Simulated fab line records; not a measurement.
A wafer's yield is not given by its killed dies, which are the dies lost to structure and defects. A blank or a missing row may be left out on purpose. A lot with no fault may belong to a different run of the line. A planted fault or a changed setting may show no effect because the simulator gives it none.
fab line records	flow n5Finfet
record: lots: 24	wafers: 72	lastDay: 18
route steps=1938 shown ZERO_LAYER@4 PMOS_HMC_CHANNEL_EPI@81 FIN_SAQP@113
lots that met no fault: from a run of the same line without faults
startH: start of the lot's first displayed wafer, in hours after the record's first day	waitH: hours from the lot's prior step to this one	" same as the row above	L1.1+2: a single row standing in for several wafers	- either no value or no given start	* or withheld: withheld	< > ~ a bound
route shown NAME@n: a module of which the file shows steps, and the number in the route of the first	usual: mean and standard deviation over wafers with no fault	same: alike in all rows	chamber/n: place in a boat	sites: the reading at each site	_std_site: how widely they spread, as a standard deviation	_edge_site: mean of outer sites minus mean of inner sites	radiusMm: how far each site lies from the wafer's centre	mask NAME#n: copy n	behind: tool/chamber where the wafer was last shaped	hold: what put the lot on hold/how long, in hours/how the hold closed	device: transistor that didn't switch, given as n, p or np	end of line: at the end of the route, the tests of the same wafers	a step without rows: its recipe alone	killed: count of dies lost to structure and defects at first sort (not the wafer's yield)	map: per-die view of a wafer (x killed, . not killed, _ where there is no die)
set.NAME: setting as actually run; set.NAME@STEP: the setting as run at that earlier step	model.NAME: the simulator's own value behind a step, which no gauge read
one table for each step of the route and one row for each wafer, over a sample of lots
services: from which hour (startH, from the record's first day; less than 0 if before it) a tool's chamber was out of use, for how many hours, and why
== steps ==
step: N5_ZERO_LAYER_PECVD_02
recipe: material: SiO2	targetThkA: 100	tempC: 400	precursor: SiH4/N2O	pressureTorr: 0.75	rfW: 275	timeS: 6
usual: heaterPowerW: 737/97	showerheadPlenumPTorr: 8.20/0.16
lot.wafer	tool	chamber	startH	waitH	heaterPowerW	showerheadPlenumPTorr	sinceWetCleanH
L074.1	pecvd-02	2	12.28	0.0	935	8.12	325
L074.2	"	0	"	"	830	8.18	1079
L074.3	"	0	"	"	802	8.14	-
L075.3	pecvd-02	0	18.28	0.0	859	8.15	1085
L075.4	"	2	"	"	846	8.11	-
L075.6	"	1	"	"	770	8.32	-
L076.3	pecvd-03	1	24.31	0.0	652	8.00	1634
L076.4	"	0	"	"	745	8.34	-
L076.6	"	1	"	"	654	8.00	-
L077.3	pecvd-02	2	30.28	0.0	964	8.08	343
L077.4	"	0	"	"	838	8.16	-
L077.6	"	2	"	"	966	8.11	-
L078.2	pecvd-03	2	36.28	0.0	676	8.17	167
L078.4	"	0	"	"	661	8.35	-
L078.5	"	2	"	"	684	8.16	-
L079.3	pecvd-02	2	42.28	0.0	956	8.11	355
L079.4	"	0	"	"	779	8.15	-
L079.6	"	1	"	"	746	8.33	-
L080.1	pecvd-03	2	48.32	0.0	583	8.15	179
L080.4	"	1	"	"	690	7.99	-
L080.6	"	0	"	"	753	8.34	-
L081.1	pecvd-02	2	54.47	0.0	921	8.12	367
L081.2	"	0	"	"	763	8.17	1121
L081.5	"	1	"	"	746	8.32	-
L082.1	pecvd-04	1	60.47	0.0	659	8.53	1489
L082.4	"	0	"	"	811	8.10	-
L082.5	"	1	"	"	658	8.56	-
L083.1	pecvd-02	2	66.28	0.0	936	8.09	379
L083.2	"	1	"	"	657	8.35	1858
L083.5	"	2	"	"	899	8.10	-
L084.1	pecvd-03	0	72.28	0.0	777	8.35	957
L084.5	"	1	"	"	596	7.99	-
L084.6	"	0	"	"	789	8.32	-
L085.2	pecvd-03	2	78.28	0.0	629	8.16	209
L085.4	"	0	"	"	692	8.33	-
L085.6	"	2	"	"	631	8.15	-
L086.1	pecvd-03	0	84.28	0.0	802	8.34	969
L086.2	"	2	"	"	661	8.19	215
L086.4	"	0	"	"	779	8.35	-
L087.1	pecvd-02	1	90.29	0.0	756	8.32	1882
L087.2	"	0	"	"	875	8.17	1157
L087.6	"	0	"	"	858	8.16	-
L088.2	pecvd-03	1	96.28	0.0	654	7.98	1706
L088.5	"	1	"	"	665	7.99	-
L088.6	"	2	"	"	673	8.19	-
L089.3	pecvd-03	0	102.28	0.0	808	8.35	987
L089.4	"	0	"	"	843	8.35	-
L089.5	"	2	"	"	585	8.18	-
L090.2	pecvd-04	0	108.32	0.0	803	8.10	812
L090.3	"	1	"	"	709	8.55	1537
L090.4	"	0	"	"	806	8.09	-
L091.1	pecvd-04	2	114.28	0.0	664	8.16	64
L091.3	"	0	"	"	728	8.08	818
L091.4	"	2	"	"	657	8.15	-
L092.2	pecvd-04	2	120.28	0.0	607	8.17	70
L092.5	"	2	"	"	615	8.15	-
L092.6	"	0	"	"	772	8.08	-
L093.1	pecvd-04	0	126.28	0.0	760	8.09	830
L093.2	"	1	"	"	661	8.55	1555
L093.3	"	2	"	"	680	8.16	76
L094.4	pecvd-02	2	132.49	0.1	956	8.08	-
L094.5	"	1	"	"	763	8.33	-
L094.6	"	0	"	"	765	8.18	-
L095.2	pecvd-04	1	138.29	0.0	763	8.54	1567
L095.4	"	0	"	"	717	8.09	-
L095.5	"	2	"	"	627	8.15	-
L096.1	pecvd-04	2	144.30	0.0	592	8.18	94
L096.2	"	1	"	"	657	8.54	1573
L096.4	"	0	"	"	680	8.10	-
L097.4	pecvd-03	2	150.31	0.1	677	8.17	-
L097.5	"	0	"	"	702	8.36	-
L097.6	"	1	"	"	732	7.99	-
step: N5_ZERO_LAYER_CD_MEAS_11
recipe: targetCdNm: 2000	landingEnergyEv: 500	detector: seInlens
usual: cdNm: 1999.7/1.9
lot.wafer	tool	chamber	startH	waitH	cdNm
L074.1	cdSem-01	0	12.66	-	1999.7
L074.2	"	0	"	"	1996.5
L074.3	"	0	"	"	1999.6
L075.3	cdSem-02	0	18.65	-	2002.0
L075.4	"	0	"	"	1999.6
L075.6	"	0	"	"	1998.1
L076.3	cdSem-02	0	24.80	-	1999.3
L076.4	"	0	"	"	1999.3
L076.6	"	0	"	"	1997.2
L077.3	cdSem-01	0	30.64	-	1998.4
L077.4	"	0	"	"	1999.0
L077.6	"	0	"	"	1995.7
L078.2	cdSem-01	0	36.64	-	1997.7
L078.4	"	0	"	"	1998.0
L078.5	"	0	"	"	1999.8
L079.3	cdSem-01	0	42.66	-	1997.3
L079.4	"	0	"	"	1998.9
L079.6	"	0	"	"	1999.1
L080.1	cdSem-03	0	48.68	-	1999.9
L080.4	"	0	"	"	2000.0
L080.6	"	0	"	"	2001.5
L081.1	cdSem-03	0	54.84	-	2001.2
L081.2	"	0	"	"	2001.7
L081.5	"	0	"	"	1999.1
L082.1	cdSem-01	0	60.83	-	2002.4
L082.4	"	0	"	"	2001.0
L082.5	"	0	"	"	2001.6
L083.1	cdSem-01	0	66.64	-	1996.3
L083.2	"	0	"	"	1999.7
L083.5	"	0	"	"	2001.7
L084.1	cdSem-03	0	72.77	-	2002.2
L084.5	"	0	"	"	1997.4
L084.6	"	0	"	"	2000.9
L085.2	cdSem-03	0	78.77	-	1997.9
L085.4	"	0	"	"	1996.7
L085.6	"	0	"	"	1997.6
L086.1	cdSem-03	0	84.64	-	1999.5
L086.2	"	0	"	"	1998.2
L086.4	"	0	"	"	1998.4
L087.1	cdSem-02	0	90.79	-	1998.8
L087.2	"	0	"	"	1999.1
L087.6	"	0	"	"	2002.2
L088.2	cdSem-02	0	96.79	-	2001.1
L088.5	"	0	"	"	2002.2
L088.6	"	0	"	"	2000.4
L089.3	cdSem-03	0	102.77	-	2001.0
L089.4	"	0	"	"	2001.9
L089.5	"	0	"	"	2001.3
L090.2	cdSem-01	0	108.68	-	1996.8
L090.3	"	0	"	"	2000.8
L090.4	"	0	"	"	2000.9
L091.1	cdSem-02	0	114.77	-	1997.8
L091.3	"	0	"	"	1998.7
L091.4	"	0	"	"	1997.7
L092.2	cdSem-03	0	120.77	-	1999.7
L092.5	"	0	"	"	2002.3
L092.6	"	0	"	"	2000.6
L093.1	cdSem-01	0	126.77	-	2000.2
L093.2	"	0	"	"	1997.0
L093.3	"	0	"	"	1998.3
L094.4	cdSem-03	0	132.96	-	1999.6
L094.5	"	0	"	"	1997.8
L094.6	"	0	"	"	1999.5
L095.2	cdSem-02	0	138.77	-	2001.1
L095.4	"	0	"	"	2001.7
L095.5	"	0	"	"	2003.2
L096.1	cdSem-01	0	144.78	-	1997.5
L096.2	"	0	"	"	1998.9
L096.4	"	0	"	"	2001.6
L097.4	cdSem-02	0	150.65	-	2000.0
L097.5	"	0	"	"	2001.7
L097.6	"	0	"	"	2002.3
step: N5_PMOS_HMC_CHANNEL_EPI_CMP_21
recipe: material: SiGe30	postCmpClean: alkalineBrush	targetThkNm: 54
usual: motorCurrentA: 12.0/1.5
lot.wafer	tool	chamber	startH	waitH	motorCurrentA
L074.3	cmp-04	3	19.34	0.0	11.5
L074.1	"	1	"	"	12.5
L074.2	"	2	"	"	10.3
L075.4	cmp-03	3	26.20	0.1	14.4
L075.3	"	2	"	"	15.1
L075.6	"	0	"	"	10.8
L076.3	cmp-03	0	32.71	0.0	10.7
L076.4	"	3	"	"	14.9
L076.6	"	0	"	"	10.3
L077.3	cmp-03	1	38.18	0.0	12.8
L077.4	"	3	"	"	14.2
L077.6	"	1	"	"	13.0
L078.4	cmp-01	2	44.16	0.0	11.2
L078.2	"	0	"	"	10.0
L078.5	"	3	"	"	13.0
L079.3	cmp-04	3	50.20	0.1	11.0
L079.4	"	1	"	"	13.3
L079.6	"	3	"	"	10.8
L080.4	cmp-04	2	56.22	0.1	10.4
L080.1	"	3	"	"	11.0
L080.6	"	1	"	"	12.8
L081.2	cmp-01	1	62.21	0.0	11.2
L081.1	"	2	"	"	11.4
L081.5	"	2	"	"	11.5
L082.4	cmp-04	3	68.98	0.1	10.9
L082.1	"	1	"	"	12.5
L082.5	"	3	"	"	11.1
L083.2	cmp-01	1	75.16	0.1	11.2
L083.1	"	0	"	"	10.2
L083.5	"	1	"	"	10.9
L084.1	cmp-04	0	80.84	0.1	10.5
L084.5	"	3	"	"	11.1
L084.6	"	0	"	"	10.9
L085.4	cmp-04	3	85.87	0.1	11.3
L085.2	"	0	"	"	11.1
L085.6	"	2	"	"	10.3
L086.4	cmp-03	3	91.18	0.1	14.3
L086.1	"	0	"	"	11.1
L086.2	"	1	"	"	13.8
L087.2	cmp-01	0	97.92	0.0	9.8
L087.1	"	3	"	"	12.8
L087.6	"	0	"	"	10.0
L088.2	cmp-03	2	103.97	0.0	14.5
L088.6	"	2	"	"	15.0
L088.5	"	3	"	"	13.6
L089.4	cmp-01	2	109.62	0.0	11.6
L089.3	"	0	"	"	10.7
L089.5	"	3	"	"	13.6
L090.3	cmp-04	3	116.12	0.1	11.6
L090.2	"	0	"	"	10.5
L090.4	"	1	"	"	12.9
L091.1	cmp-03	2	121.70	0.1	14.4
L091.4	"	3	"	"	13.7
L091.3	"	0	"	"	10.5
L092.2	cmp-01	0	128.67	0.1	10.7
L092.5	"	2	"	"	11.7
L092.6	"	3	"	"	12.8
L093.3	cmp-01	0	133.49	0.0	9.8
L093.1	"	1	"	"	11.6
L093.2	"	2	"	"	11.8
L094.4	cmp-04	0	140.01	0.1	10.9
L094.5	"	2	"	"	10.3
L094.6	"	3	"	"	11.5
L095.4	cmp-03	1	145.78	0.1	13.7
L095.2	"	2	"	"	15.4
L095.5	"	0	"	"	10.5
L096.1	cmp-01	3	151.09	0.0	12.9
L096.2	"	0	"	"	10.2
L096.4	"	1	"	"	11.7
L097.4	cmp-03	1	157.33	0.1	13.8
L097.5	"	3	"	"	13.2
L097.6	"	0	"	"	11.5
step: N5_FIN_SAQP_INSPECT_18
recipe: mode: adi	inspectInstrument: brightfield
usual: rawDefectCount: 403/120
lot.wafer	tool	chamber	startH	waitH	rawDefectCount
L074.1	defectInspect-02	-	21.58	0.0	366
L074.2	"	-	"	"	525
L074.3	"	-	"	"	725
L075.3	defectInspect-02	-	28.45	0.0	331
L075.4	"	-	"	"	418
L075.6	"	-	"	"	521
L076.3	defectInspect-01	-	34.88	0.0	371
L076.4	"	-	"	"	331
L076.6	"	-	"	"	491
L077.3	defectInspect-02	-	40.67	0.0	314
L077.4	"	-	"	"	332
L077.6	"	-	"	"	242
L078.2	defectInspect-01	-	46.38	0.0	336
L078.4	"	-	"	"	289
L078.5	"	-	"	"	321
L079.3	defectInspect-02	-	52.47	0.0	316
L079.4	"	-	"	"	395
L079.6	"	-	"	"	355
L080.1	defectInspect-02	-	58.41	0.0	332
L080.4	"	-	"	"	268
L080.6	"	-	"	"	379
L081.1	defectInspect-02	-	64.58	0.0	336
L081.2	"	-	"	"	388
L081.5	"	-	"	"	404
L082.1	defectInspect-02	-	71.19	0.0	343
L082.4	"	-	"	"	353
L082.5	"	-	"	"	317
L083.1	defectInspect-01	-	78.60	0.0	395
L083.2	"	-	"	"	371
L083.5	"	-	"	"	283
L084.1	defectInspect-02	-	83.01	0.0	252
L084.5	"	-	"	"	230
L084.6	"	-	"	"	355
L085.2	defectInspect-01	-	89.32	0.0	506
L085.4	"	-	"	"	408
L085.6	"	-	"	"	327
L086.1	defectInspect-01	-	94.35	0.0	591
L086.2	"	-	"	"	449
L086.4	"	-	"	"	636
L087.1	defectInspect-01	-	102.30	0.0	488
L087.2	"	-	"	"	502
L087.6	"	-	"	"	546
L088.2	defectInspect-01	-	106.86	0.0	500
L088.5	"	-	"	"	517
L088.6	"	-	"	"	350
L089.3	defectInspect-02	-	111.78	0.0	370
L089.4	"	-	"	"	287
L089.5	"	-	"	"	237
L090.2	defectInspect-02	-	118.27	0.0	421
L090.3	"	-	"	"	535
L090.4	"	-	"	"	289
L091.1	defectInspect-02	-	124.05	0.0	466
L091.3	"	-	"	"	572
L091.4	"	-	"	"	370
L092.2	defectInspect-01	-	130.93	0.0	524
L092.5	"	-	"	"	684
L092.6	"	-	"	"	449
L093.1	defectInspect-01	-	135.65	0.0	565
L093.2	"	-	"	"	490
L093.3	"	-	"	"	479
L094.4	defectInspect-01	-	142.12	0.0	369
L094.5	"	-	"	"	340
L094.6	"	-	"	"	440
L095.2	defectInspect-02	-	147.92	0.0	332
L095.4	"	-	"	"	257
L095.5	"	-	"	"	390
L096.1	defectInspect-02	-	153.43	0.0	265
L096.2	"	-	"	"	322
L096.4	"	-	"	"	376
L097.4	defectInspect-02	-	159.73	0.0	307
L097.5	"	-	"	"	267
L097.6	"	-	"	"	246
step: N5_FIN_SAQP_MANDREL_ETCH_58
recipe: chemistry: HBr/Cl2	target: a-Si	targetDepthA: 450	btTimeS: 10	stopOn: SiNx	maskMaterial: SiO2	overEtchFrac: 0.8	timeS: 27	pressureMtorr: 10	icpW: 800	biasW: 75	HBr_flow_sccm: 150	Cl2_flow_sccm: 80	ends: endPoint
usual: drypumpMotorCurrentA: 6.0/0.42	oesProductAu: 0.698/0.012	throttleValvePct: 35.67/0.28
lot.wafer	tool	chamber	startH	waitH	drypumpMotorCurrentA	oesProductAu	rfHoursCounterH	throttleValvePct
L074.1	rieSi-04	0	24.79	0.0	5.6	0.673	170	35.58
L074.2	"	1	"	"	6.1	0.724	89	35.93
L074.3	"	2	"	"	5.4	0.712	92	35.18
L075.3	rieSi-03	2	31.17	0.0	6.4	0.706	18	36.19
L075.4	"	1	"	"	5.6	0.705	110	35.67
L075.6	"	1	"	"	5.6	0.701	-	35.68
L076.3	rieSi-01	1	37.26	0.0	6.0	0.703	118	35.90
L076.4	"	0	"	"	6.0	0.681	93	35.85
L076.6	"	0	"	"	6.0	0.699	-	35.84
L077.3	rieSi-04	3	43.13	0.0	6.3	0.692	86	35.75
L077.4	"	2	"	"	5.4	0.715	92	35.21
L077.6	"	2	"	"	5.4	0.715	-	35.17
L078.2	rieSi-01	2	48.61	0.0	5.4	0.698	181	35.40
L078.4	"	1	"	"	6.0	0.708	118	35.90
L078.5	"	3	"	"	6.6	0.705	-	35.43
L079.3	rieSi-01	2	54.84	0.0	5.4	0.698	181	35.39
L079.4	"	1	"	"	6.0	0.694	118	35.92
L079.6	"	1	"	"	6.0	0.702	-	35.92
L080.1	rieSi-01	2	60.91	0.0	5.4	0.699	181	35.41
L080.4	"	0	"	"	6.0	0.685	93	35.86
L080.6	"	0	"	"	6.0	0.691	-	35.86
L081.1	rieSi-03	0	68.33	0.0	6.5	0.678	115	35.29
L081.2	"	2	"	"	6.4	0.702	19	36.19
L081.5	"	2	"	"	6.4	0.707	-	36.18
L082.1	rieSi-01	1	74.21	0.0	5.9	0.696	118	35.92
L082.4	"	3	"	"	6.7	0.712	5	35.44
L082.5	"	0	"	"	6.0	0.680	-	35.87
L083.1	rieSi-01	1	80.92	0.0	6.0	0.688	118	35.94
L083.2	"	0	"	"	6.0	0.682	94	35.88
L083.5	"	2	"	"	5.4	0.699	-	35.41
L084.1	rieSi-04	1	86.60	0.0	6.1	0.718	90	35.97
L084.5	"	0	"	"	5.6	0.690	-	35.55
L084.6	"	1	"	"	6.1	0.726	-	35.93
L085.2	rieSi-04	0	93.54	0.0	5.6	0.683	172	35.58
L085.4	"	2	"	"	5.4	0.701	93	35.17
L085.6	"	0	"	"	5.6	0.685	-	35.57
L086.1	rieSi-04	2	99.65	0.0	5.4	0.707	93	35.20
L086.2	"	1	"	"	6.1	0.707	90	35.95
L086.4	"	0	"	"	5.6	0.689	172	35.58
L087.1	rieSi-01	2	106.38	0.0	5.4	0.706	182	35.38
L087.2	"	3	"	"	6.7	0.712	6	35.43
L087.6	"	3	"	"	6.7	0.723	-	35.42
L088.2	rieSi-04	1	109.21	0.0	6.1	0.711	90	35.97
L088.5	"	3	"	"	6.3	0.683	-	35.76
L088.6	"	2	"	"	5.4	0.701	-	35.19
L089.3	rieSi-01	0	114.26	0.0	6.0	0.697	94	35.85
L089.4	"	1	"	"	6.0	0.704	119	35.90
L089.5	"	1	"	"	6.0	0.704	-	35.90
L090.2	rieSi-04	1	120.69	0.0	6.1	0.717	91	35.95
L090.3	"	2	"	"	5.4	0.698	94	35.18
L090.4	"	0	"	"	5.6	0.690	172	35.57
L091.1	rieSi-01	3	126.61	0.0	6.7	0.702	6	35.46
L091.3	"	1	"	"	6.0	0.692	119	35.92
L091.4	"	0	"	"	6.0	0.689	95	35.86
L092.2	rieSi-01	3	133.53	0.0	6.7	0.700	6	35.47
L092.5	"	1	"	"	5.9	0.684	-	35.93
L092.6	"	0	"	"	6.0	0.681	-	35.89
L093.1	rieSi-04	2	137.90	0.0	5.4	0.695	94	35.21
L093.2	"	1	"	"	6.1	0.716	91	35.96
L093.3	"	3	"	"	6.3	0.673	88	35.78
L094.4	rieSi-03	2	144.43	0.0	6.4	0.699	20	36.19
L094.5	"	0	"	"	6.5	0.690	-	35.26
L094.6	"	1	"	"	5.6	0.705	-	35.64
L095.2	rieSi-01	1	150.25	0.0	6.0	0.697	120	35.91
L095.4	"	0	"	"	6.0	0.696	95	35.86
L095.5	"	1	"	"	6.0	0.692	-	35.90
L096.1	rieSi-03	1	155.68	0.0	5.6	0.697	112	35.66
L096.2	"	0	"	"	6.5	0.687	117	35.27
L096.4	"	2	"	"	6.4	0.698	20	36.19
L097.4	rieSi-01	3	162.25	0.0	6.6	0.705	7	35.43
L097.5	"	3	"	"	6.6	0.711	-	35.45
L097.6	"	2	"	"	5.4	0.711	-	35.37
step: N5_FIN_SAQP_STRIP_77
recipe: chemistry: N2/H2	timeS: 90	powerW: 100	tempC: 40	pressureMtorr: 100	rfFrequencyHz: 6e+07	biasPowerW: 3	n2FlowSccm: 300	h2FlowSccm: 300
usual: drypumpMotorCurrentA: 5.5/0.36	h2FlowSccm: 299.9/0.88	oesProductAu: 0.77/0.08	rfVppV: 45.3/0.77	showerheadPlenumPTorr: 3.36/0.12	throttleValvePct: 12.22/0.24
lot.wafer	tool	chamber	startH	waitH	drypumpMotorCurrentA	h2FlowSccm	oesProductAu	rfHoursCounterH	rfVppV	showerheadPlenumPTorr	throttleValvePct
L074.1	rieDiel-02	1	26.57	0.0	5.0	299.0	0.68	241	45.6	3.46	12.30
L074.2	"	0	"	"	5.7	299.1	0.75	150	45.3	3.27	12.41
L074.3	"	2	"	"	5.9	299.3	0.75	149	45.1	3.53	12.34
L075.3	rieDiel-04	2	32.67	0.0	4.8	300.3	0.69	244	46.0	3.31	12.44
L075.4	"	1	"	"	5.3	301.1	0.74	162	44.7	3.49	12.33
L075.6	"	3	"	"	5.7	299.8	0.74	-	45.5	3.25	12.18
L076.3	rieDiel-05	2	38.83	0.0	5.9	299.1	0.76	143	45.0	3.52	12.17
L076.4	"	0	"	"	4.9	300.1	0.87	27	45.4	3.45	11.72
L076.6	"	0	"	"	4.9	300.1	0.87	-	45.5	3.45	11.69
L077.3	rieDiel-02	2	44.84	0.0	5.9	300.0	0.74	157	45.5	3.53	12.37
L077.4	"	2	"	"	5.9	300.7	0.74	-	45.7	3.53	12.37
L077.6	"	1	"	"	5.0	301.4	0.66	-	46.6	3.45	12.33
L078.2	rieDiel-04	0	50.39	0.0	5.9	301.1	0.75	145	46.1	3.25	12.26
L078.4	"	1	"	"	5.3	299.2	0.75	-	44.7	3.48	12.34
L078.5	"	0	"	"	5.9	300.5	0.75	-	45.1	3.25	12.28
L079.3	rieDiel-05	1	56.63	0.0	5.6	300.4	0.77	142	45.3	3.25	12.29
L079.4	"	2	"	"	5.9	300.5	0.75	150	45.0	3.52	12.21
L079.6	"	2	"	"	5.9	299.5	0.75	-	45.5	3.52	12.20
L080.1	rieDiel-04	1	62.60	0.0	5.3	300.4	0.74	175	45.1	3.48	12.35
L080.4	"	0	"	"	5.9	299.6	0.74	-	45.8	3.25	12.28
L080.6	"	1	"	"	5.3	300.2	0.74	-	45.8	3.48	12.36
L081.1	rieDiel-04	2	70.16	0.0	4.8	300.3	0.97	3	45.0	3.31	11.83
L081.2	"	0	"	"	5.9	299.6	0.72	156	43.6	3.24	12.30
L081.5	"	0	"	"	5.9	301.5	0.74	-	45.1	3.24	12.31
L082.1	rieDiel-05	3	76.39	0.0	5.7	301.5	0.71	235	45.0	3.20	12.49
L082.4	"	0	"	"	5.0	300.0	0.85	42	45.2	3.44	11.74
L082.5	"	2	"	"	5.9	301.6	0.75	-	45.8	3.52	12.21
L083.1	rieDiel-04	1	82.53	0.0	5.3	299.7	0.73	186	45.9	3.47	12.37
L083.2	"	0	"	"	5.9	300.7	0.72	162	44.3	3.24	12.32
L083.5	"	0	"	"	5.9	300.1	0.72	-	45.8	3.24	12.30
L084.1	rieDiel-02	3	91.99	0.0	5.4	299.5	0.97	9	45.3	3.43	11.85
L084.5	"	0	"	"	5.7	300.1	0.73	-	46.4	3.26	12.44
L084.6	"	3	"	"	5.4	298.1	0.97	-	46.6	3.43	11.86
L085.2	rieDiel-04	2	98.91	0.0	4.8	299.8	0.93	14	44.7	3.30	11.86
L085.4	"	0	"	"	5.9	300.6	0.72	168	45.3	3.24	12.33
L085.6	"	0	"	"	5.9	299.3	0.72	-	44.3	3.24	12.33
L086.1	rieDiel-02	3	102.04	0.0	5.4	298.2	0.96	13	45.7	3.43	11.87
L086.2	"	0	"	"	5.6	300.0	0.73	176	45.7	3.26	12.46
L086.4	"	1	"	"	5.0	299.1	0.93	8	44.9	3.45	11.72
L087.1	rieDiel-02	3	108.49	0.0	5.4	300.9	0.96	15	44.5	3.43	11.88
L087.2	"	2	"	"	5.9	300.5	0.73	175	45.8	3.52	12.41
L087.6	"	2	"	"	5.9	299.1	0.73	-	45.2	3.52	12.42
L088.2	rieDiel-05	1	111.12	0.0	5.5	300.1	0.76	165	46.0	3.24	12.33
L088.5	"	3	"	"	5.8	300.4	0.71	-	45.7	3.20	12.53
L088.6	"	0	"	"	5.0	300.4	0.82	-	45.2	3.43	11.78
L089.3	rieDiel-05	2	115.88	0.0	5.9	299.0	0.74	172	46.3	3.51	12.24
L089.4	"	3	"	"	5.7	300.5	0.70	-	45.0	3.20	12.51
L089.5	"	1	"	"	5.5	300.4	0.77	-	45.4	3.24	12.34
L090.2	rieDiel-04	0	122.65	0.0	5.9	298.8	0.71	176	45.3	3.23	12.33
L090.3	"	1	"	"	5.3	300.0	0.71	198	44.9	3.47	12.41
L090.4	"	2	"	"	4.8	301.2	0.92	20	44.6	3.30	11.87
L091.1	rieDiel-05	0	128.12	0.0	5.0	300.4	0.82	62	45.9	3.43	11.78
L091.3	"	2	"	"	5.9	299.7	0.73	178	46.6	3.51	12.25
L091.4	"	0	"	"	5.0	300.5	0.82	-	44.9	3.43	11.78
L092.2	rieDiel-02	1	135.03	0.0	5.0	298.7	0.91	19	45.8	3.44	11.74
L092.5	"	0	"	"	5.7	299.2	0.72	-	46.1	3.25	12.47
L092.6	"	3	"	"	5.4	300.2	0.94	-	46.1	3.42	11.88
L093.1	rieDiel-04	2	139.75	0.0	4.8	299.7	0.90	27	46.3	3.29	11.88
L093.2	"	0	"	"	5.8	300.3	0.71	182	45.7	3.23	12.37
L093.3	"	1	"	"	5.3	299.5	0.71	205	46.4	3.46	12.43
L094.4	rieDiel-05	3	145.94	0.0	5.8	297.7	0.94	6	44.6	3.60	11.90
L094.5	"	1	"	"	5.6	299.7	0.75	-	44.7	3.24	12.36
L094.6	"	2	"	"	5.9	300.5	0.72	-	46.2	3.50	12.29
L095.2	rieDiel-05	2	151.90	0.0	5.9	299.7	0.72	187	44.7	3.50	12.30
L095.4	"	0	"	"	5.0	298.0	0.80	72	44.0	3.42	11.83
L095.5	"	2	"	"	5.9	300.7	0.72	-	46.1	3.50	12.28
L096.1	rieDiel-04	1	157.66	0.0	5.3	298.7	0.71	211	45.7	3.46	12.43
L096.2	"	2	"	"	4.8	299.2	0.89	33	45.3	3.29	11.91
L096.4	"	0	"	"	5.9	299.9	0.70	188	44.7	3.23	12.38
L097.4	rieDiel-05	0	163.86	0.0	5.0	299.7	0.80	75	45.5	3.42	11.84
L097.5	"	2	"	"	5.9	299.2	0.71	-	47.2	3.50	12.29
L097.6	"	1	"	"	5.5	301.4	0.73	-	47.0	3.23	12.37
== services ==
tool	chamber	startH	hours	kind
rieSi-04	2	-10.99	2.9	repair
cmp-03	-	-8.44	4.0	pm
rieDiel-05	0	-8.16	3.6	repair
pecvd-02	-	0.35	2.8	pm
rieSi-04	2	13.97	7.2	repair
rieDiel-05	-	23.58	0.9	repair
cmp-04	-	23.67	1.2	repair
cmp-03	-	24.87	0.9	repair
pecvd-03	-	32.63	1.0	repair
cmp-04	-	61.39	5.4	repair
rieSi-01	-	74.99	0.5	repair
cmp-01	-	79.84	2.9	repair
rieSi-01	-	90.86	0.3	repair
pecvd-03	0	93.93	3.9	repair
cmp-04	-	95.93	3.9	pm
rieDiel-04	-	99.96	4.3	pm
rieDiel-05	0	113.45	3.9	repair
rieDiel-05	-	116.55	0.5	repair
cmp-01	-	118.20	5.5	pm
cmp-04	-	118.36	4.0	pm
cmp-04	-	122.36	11.9	pm
cmp-01	-	124.34	0.6	repair
cmp-03	-	134.79	2.7	repair
rieDiel-04	3	144.48	1.3	repair
== key ==
fault none
